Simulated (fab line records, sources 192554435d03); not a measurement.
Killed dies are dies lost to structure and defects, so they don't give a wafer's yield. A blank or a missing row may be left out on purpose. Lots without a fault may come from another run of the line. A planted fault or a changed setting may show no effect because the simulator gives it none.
Chamber matching | flow n5_finfet | N5_BEOL_M5_STRIP_36 on rie_diel-06: 4 sister chambers
The step strips in N2/H2. 20 wafers are shown with their chamber, then 10 later ones without.

WAFERS WITH THEIR CHAMBER
wafer  | chamber | drypump_motor_current_A (A) | showerhead_plenum_p_Torr (Torr) | oes_product_au (a.u.)
L074.1 | 3       | 5.8                         | 2.45                            | 0.79
L074.4 | 1       | 5.2                         | 2.46                            | 0.80
L074.6 | 3       | 5.8                         | 2.45                            | 0.80
L078.1 | 1       | 5.2                         | 2.45                            | 0.81
L078.4 | 0       | 6.2                         | 2.51                            | 0.69
L078.6 | 3       | 5.8                         | 2.45                            | 0.77
L080.2 | 1       | 5.2                         | 2.45                            | 0.80
L080.3 | 3       | 5.9                         | 2.45                            | 0.79
L080.6 | 0       | 6.2                         | 2.51                            | 0.68
L082.1 | 3       | 5.8                         | 2.44                            | 0.78
L082.5 | 3       | 5.8                         | 2.44                            | 0.79
L082.6 | 0       | 6.2                         | 2.51                            | 0.68
L084.2 | 0       | 6.2                         | 2.51                            | 0.67
L084.3 | 3       | 5.8                         | 2.44                            | 0.77
L084.5 | 3       | 5.8                         | 2.44                            | 0.75
L085.3 | 1       | 5.2                         | 2.45                            | 0.78
L085.4 | 3       | 5.9                         | 2.44                            | 0.77
L085.5 | 2       | 6.6                         | 2.49                            | 1.01
L088.1 | 1       | 5.2                         | 2.44                            | 0.76
L088.4 | 2       | 6.6                         | 2.49                            | 0.94

SIGNATURES (means of the wafers above)
reading                  | chamber 0 | chamber 1 | chamber 2 | chamber 3 | scatter within a chamber
drypump_motor_current_A  | 6.200     | 5.200     | 6.600     | 5.822     | 0.0312
showerhead_plenum_p_Torr | 2.5100    | 2.4500    | 2.4900    | 2.4444    | 0.00514
oes_product_au           | 0.6800    | 0.7900    | 0.9750    | 0.7789    | 0.0196
Rule: a wafer's distance from a chamber is the root of the sum, over the readings, of the square of ((its reading less the chamber's mean) divided by the reading's scatter). The wafer belongs to the nearest chamber; if the next one is less than 2 further off, it can't be placed. The scatter: the root of (the sum of the squares of (reading less its chamber's mean) over the shown wafers, divided by (wafers less chambers)).

WAFERS WITHOUT THEIR CHAMBER
wafer  | drypump_motor_current_A (A) | showerhead_plenum_p_Torr (Torr) | oes_product_au (a.u.)
L088.6 | 6.6                         | 2.49                            | 0.96
L091.2 | 5.3                         | 2.44                            | 0.76
L091.3 | 6.6                         | 2.49                            | 0.97
L091.4 | 6.2                         | 2.50                            | 0.96
L092.2 | 6.6                         | 2.49                            | 0.93
L092.4 | 6.2                         | 2.50                            | 0.96
L092.5 | 6.6                         | 2.48                            | 0.94
L095.1 | 5.2                         | 2.44                            | 0.77
L095.3 | 6.6                         | 2.48                            | 0.93
L095.6 | 5.2                         | 2.44                            | 0.75

WHICH CHAMBER EACH WENT THROUGH
wafer  | from the rows above     | in truth
L088.6 | 2                       | 2
L091.2 | 1                       | 1
L091.3 | 2                       | 2
L091.4 | can't be placed: 2 or 0 | 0
L092.2 | 2                       | 2
L092.4 | can't be placed: 2 or 0 | 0
L092.5 | 2                       | 2
L095.1 | 1                       | 1
L095.3 | 2                       | 2
L095.6 | 1                       | 1
Placed correctly: 8 of 10. Can't be placed from these rows: 2 (the true chamber is among the candidates in 2). Placed wrongly: 0.
